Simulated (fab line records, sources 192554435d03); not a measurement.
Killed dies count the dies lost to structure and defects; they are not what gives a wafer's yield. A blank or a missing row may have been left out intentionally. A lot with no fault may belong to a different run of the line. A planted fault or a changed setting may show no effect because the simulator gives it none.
Lot-split experiment | flow n5-finfet | on a route of 1938 steps: 7 lots, 21 wafers read

## SPLIT DETAILS
At N5_GATE_CUT_COAT_34 (time 60 s, resist thk 60 nm), the setting spin-rpm was moved away from the recipe's 1500 rpm on 8 of the 21 wafers read, by -8.8% to +9.9%. All remaining wafers had this setting at the recipe value.

## FROM THE SPLIT TO THE READING: what the file shows between them, 7 steps
- N5_GATE_CUT_COAT_35: time 60 s, resist thk 10 nm
- N5_GATE_CUT_COAT_27: time 60 s, resist thk 10 nm
- N5_GATE_CUT_ETCH_28: etches underlayer in N2/H2, target depth 13 nm, time 10.4 s
- N5_GATE_CUT_ETCH_36: etches SiARC in CF4, target depth 13 nm, time 21.7 s
- N5_GATE_CUT_ETCH_37: etches SOC in N2/H2, target depth 60 nm, overetch 12 nm, time 90 s
- N5_GATE_CUT_STRIP_38: strips in N2/H2
- N5_GATE_CUT_STRIP_39: strips in N2/H2

## THE READING
SOC_of_GATE_CUT_COAT_34.thk-nm (the simulator's own value, which no gauge read), in nm, at N5_GATE_CUT_HM_OPEN_40 (chemistry C4F6/O2, target SiO2, target depth 139 nm, time 85.1 s). No usual value for it is given in the file. The 13 wafers here that ran the recipe average 32.9 nm, standard deviation 0.57 nm.

wafer  | tool, chamber at the split | spin-rpm as run, rpm | against the recipe | SOC_of_GATE_CUT_COAT_34.thk-nm, nm | against lot-mates on the recipe
L077.1 | litho-track-01, 0          | 1368                 | -8.8%              | 36                                 | +4.0
L077.3 | litho-track-01, 0          | 1500                 | recipe             | 32                                 | -
L077.5 | litho-track-01, 0          | 1368                 | -8.8%              | 35.4                               | +3.4
L078.1 | litho-track-02, 0          | 1567                 | +4.5%              | 31.8                               | -0.8
L078.2 | litho-track-02, 0          | 1567                 | +4.5%              | 31.8                               | -0.8
L078.6 | litho-track-02, 0          | 1500                 | recipe             | 32.6                               | -
L079.2 | litho-track-02, 0          | 1500                 | recipe             | 33.8                               | -
L079.3 | litho-track-02, 0          | 1500                 | recipe             | 33.4                               | -
L079.5 | litho-track-02, 0          | 1500                 | recipe             | 33.2                               | -
L080.1 | litho-track-01, 0          | 1500                 | recipe             | 32                                 | -
L080.2 | litho-track-01, 0          | 1648                 | +9.9%              | 30.4                               | -1.6
L080.6 | litho-track-01, 0          | 1648                 | +9.9%              | 29.6                               | -2.4
L083.3 | litho-track-03, 0          | 1500                 | recipe             | 33.4                               | -
L083.4 | litho-track-03, 0          | 1500                 | recipe             | 32.6                               | -
L083.6 | litho-track-03, 0          | 1500                 | recipe             | 32.2                               | -
L084.2 | litho-track-01, 0          | 1500                 | recipe             | 33.2                               | -
L084.5 | litho-track-01, 0          | 1397                 | -6.9%              | 34.8                               | +1.7
L084.6 | litho-track-01, 0          | 1500                 | recipe             | 33                                 | -
L090.1 | litho-track-03, 0          | 1500                 | recipe             | 33.6                               | -
L090.5 | litho-track-03, 0          | 1500                 | recipe             | 32.8                               | -
L090.6 | litho-track-03, 0          | 1410                 | -6.0%              | 34.6                               | +1.4

FIT RESULTS
A straight line over all 21 wafers: SOC_of_GATE_CUT_COAT_34.thk-nm changes by -0.295 nm for each +1% of spin-rpm; r = -0.94; the points scatter about the line by 0.51 nm.
The same after taking each lot's own level away (the mean of its wafers on the recipe; 21 wafers): -0.278 nm for each +1%; r = -0.93; scatter 0.54 nm.
On that fit, the largest move of spin-rpm shifts the reading by 2.7 nm.
The lots' own levels span 32.00 to 33.47 nm, that is 2.6 times the standard deviation above.
Consequently the slope shifts little with the lot-to-lot level, the two slopes agreeing.
Check: with one of the wafers moved furthest among these (+9.9%) left out of the fit, the line predicts -2.86 nm for it against its lot-mates. It came out at -1.6 nm against them.

## OTHER SPLITS ON THESE WAFERS
These wafers also went through other splits before the reading. Each is held against what the fit with the lots' levels taken away leaves over:
other split on the same wafers     | wafers away from the commonest value | r with SOC_of_GATE_CUT_COAT_34.thk-nm (lot level and that fit taken away)
N5_SD_EPI_N_EXPOSE_06 dose-mj      | 7                                    | +0.12
N5_SD_EPI_N_ETCH_16 target-depth-a | 7                                    | -0.17
N5_SDB_COAT_05 spin-rpm            | 4                                    | +0.15
N5_HKMG_FIN_ETCH_54 source-w       | 5                                    | -0.29
N5_HKMG_FIN_ETCH_55 bias-w         | 8                                    | +0.01

## THE WHOLE CHAIN: every reading that the file lists as answering this split, in the file's order
step                   | what it does                                                       | reading                                                                         | change (the file's fit)               | r (the file's)
N5_GATE_CUT_COAT_34    | time 60 s, resist thk 60 nm                                        | SOC_of_GATE_CUT_COAT_34.thk-nm (the simulator's own value, which no gauge read) | -0.296 nm for each +1% of the setting | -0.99
N5_GATE_CUT_ETCH_37    | etches SOC in N2/H2, target depth 60 nm, overetch 12 nm, time 90 s | etch.depth-nm (the simulator's own value, which no gauge read)                  | -0.303 nm for each +1% of the setting | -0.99
N5_GATE_CUT_HM_OPEN_40 | chemistry C4F6/O2, target SiO2, target depth 139 nm, time 85.1 s   | SOC_of_GATE_CUT_COAT_34.thk-nm (the simulator's own value, which no gauge read) | -0.273 nm for each +1% of the setting | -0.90

## FILE'S OWN FIT
SOC_of_GATE_CUT_COAT_34.thk-nm changes by -0.273 nm for each +1% of spin-rpm, r = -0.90.
